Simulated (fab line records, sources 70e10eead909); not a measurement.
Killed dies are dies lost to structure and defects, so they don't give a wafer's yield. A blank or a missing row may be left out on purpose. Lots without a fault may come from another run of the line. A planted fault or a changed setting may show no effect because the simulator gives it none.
Problem report in the 8D (eight disciplines) form, filled by code | flow nand_harc | the parts of the form that need people (team, actions taken, sign-off) are left out

1. THE PROBLEM
time_to_endpoint_s at NHARC_A_M0_CMP_23 reads a mean of 40.2 s on 3 wafers of 2 lots; wafers without a fault read 28.3 s with a standard deviation of 2.7. That is +4.4 standard deviations from the usual mean.
The step: polishes, t overpolish 20 s, target thk 113.75 nm.
First seen on wafer L542.4, day 25 10:28, on cmp-03. The record holds 36 wafers of 12 lots with a number at this step. Rule for "out", or "out of limits": more than 4 standard deviations from the usual mean. The other wafers with a number count as sound.

2. WHAT IT IS AND WHAT IT IS NOT
question                    | is                     | is not
which readings at this step | time_to_endpoint_s     | motor_current_A, slurry_filter_dp_kPa
which lots                  | L542, L544             | L537, L539, L550, L551, L553, L554, L555, L557, L559, L560
which wafers of those lots  | L542.4, L544.4, L544.6 | L542.2, L542.3, L544.3
read on which tools         | cmp-01, cmp-03         | cmp-04
when                        | from day 25 10:28      | up to then (8 sound wafers); but 25 sound wafers of L544, L550, L551, L553, L554, L555, L557, L559, L560 came after

3. SUSPECTS, AND WHAT RULES EACH OUT
Counting: a tool at a process step up to the reading stays a suspect if it ran every lot that is out. Sound lots after the first of them don't rule it out here, since some wafers of a struck lot are sound.
- ecd_cu-02 at NHARC_A_M0_ECD_22 (material Cu, target thk 400 nm): kept. It ran every lot that is out, first L542 (day 25 09:44); its last sound lot up to then is L539 (day 23 08:37).
Left after counting: ecd_cu-02 at NHARC_A_M0_ECD_22.

4. THE CAUSE (what the simulator had put in)
Process parameter drift: ecd_cu-02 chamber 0, from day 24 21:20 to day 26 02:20, at NHARC_A_M0_ECD_22. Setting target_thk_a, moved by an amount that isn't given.
Counting left only this tool.

5. THE CHAIN OF EFFECTS, in route order
Each row: a reading whose mean over the struck wafers that have a number lies more than 3 standard deviations from the usual. Only readings for which the record gives a usual standard deviation are gone through. hours: the time from each lot's start at the first step in this table that gives one to its start at this step, as a median over the lots. sigmas: the change in usual standard deviations.
hours | step              | reading            | usual  | on struck wafers | change | sigmas
0     | NHARC_A_M0_CMP_23 | time_to_endpoint_s | 28.3 s | 40.2             | +11.9  | +4.4
The process steps in it:
- NHARC_A_M0_CMP_23: polishes, t overpolish 20 s, target thk 113.75 nm.
Later measuring or inspecting steps at which every struck wafer that the step has a row for has a number for every such reading, and none has moved that far: NHARC_END_SORT_01.

6. WHAT WOULD HAVE CAUGHT IT SOONER
In this record the first reading out of limits was taken at day 25 10:28, 13 hours after the fault began at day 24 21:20.
Of the lots that are out (2), L544 began NHARC_A_M0_ECD_22 on ecd_cu-02 after day 25 10:28. A hold on the tool at that time would have spared it.
